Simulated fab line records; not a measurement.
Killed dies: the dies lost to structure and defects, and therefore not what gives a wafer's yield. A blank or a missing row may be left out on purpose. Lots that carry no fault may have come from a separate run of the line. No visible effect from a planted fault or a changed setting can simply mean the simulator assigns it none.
Split-lot study -- flow n5Finfet -- on a route of 1938 steps: 7 lots, 21 wafers read

== ON THE SPLIT ==
At N5_WELL_APT_COAT_02 (resist thk 950 nm), the setting spinRpm was moved away from the recipe's 1357 rpm on 6 of the 21 wafers read, by -8.4% to +8.0%. The other wafers ran this setting at the recipe's value.

Reading taken at the split's own step.

== THE READING ==
coat_of_WELL_APT_COAT_02.thkNm (the simulator's own value, which no gauge read), in nm, at N5_WELL_APT_COAT_02 (resist thk 950 nm). There is no usual value for it anywhere in the file. Across the 15 wafers here that went through the recipe, the average is 951.2 nm and the standard deviation 1.8 nm.

wafer,"tool, chamber at the split","spinRpm as run, rpm",against the recipe,"coat_of_WELL_APT_COAT_02.thkNm, nm",against lot-mates on the recipe
L076.1,"lithoTrack-04, 0",1357,recipe,951.3,-
L076.2,"lithoTrack-04, 0",1357,recipe,952.2,-
L076.6,"lithoTrack-04, 0",1466,+8.0%,915.3,-36.5
L077.2,"lithoTrack-04, 0",1357,recipe,951.4,-
L077.4,"lithoTrack-04, 0",1357,recipe,950.9,-
L077.5,"lithoTrack-04, 0",1357,recipe,953.5,-
L080.2,"lithoTrack-02, 0",1357,recipe,951.6,-
L080.5,"lithoTrack-02, 0",1357,recipe,950.5,-
L080.6,"lithoTrack-02, 0",1357,recipe,952.8,-
L081.4,"lithoTrack-04, 0",1284,-5.4%,984.1,+33.1
L081.5,"lithoTrack-04, 0",1284,-5.4%,982.2,+31.2
L081.6,"lithoTrack-04, 0",1357,recipe,951,-
L084.1,"lithoTrack-02, 0",1243,-8.4%,992.9,+45.6
L084.4,"lithoTrack-02, 0",1243,-8.4%,994,+46.7
L084.5,"lithoTrack-02, 0",1357,recipe,947.3,-
L085.2,"lithoTrack-01, 0",1357,recipe,947.1,-
L085.3,"lithoTrack-01, 0",1357,recipe,950.3,-
L085.5,"lithoTrack-01, 0",1395,+2.8%,936,-12.7
L095.1,"lithoTrack-04, 0",1357,recipe,952.9,-
L095.2,"lithoTrack-04, 0",1357,recipe,953.5,-
L095.5,"lithoTrack-04, 0",1357,recipe,951.1,-

FIT RESULTS
A straight line over all 21 wafers: coat_of_WELL_APT_COAT_02.thkNm changes by -5.07 nm for each +1% of spinRpm; r = -0.99; the points scatter about the line by 2.5 nm.
The same after taking each lot's own level away (the mean of its wafers on the recipe; 21 wafers): -5.29 nm for each +1%; r = -0.99; scatter 2 nm.
On that fit, the largest move of spinRpm shifts the reading by 44 nm.
The span of the lots' own levels, 947.30 to 952.50 nm, comes to 2.8 times the standard deviation stated above.
Consequently the slope shifts little with the lot-to-lot level, the two slopes agreeing.
Check: with one of the wafers moved furthest among these (-8.4%) left out of the fit, the line predicts +45.2 nm for it against its lot-mates. It came out at +45.6 nm against them.

== THE FILE'S OWN FIT ==
coat_of_WELL_APT_COAT_02.thkNm changes by -5.17 nm for each +1% of spinRpm, r = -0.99.
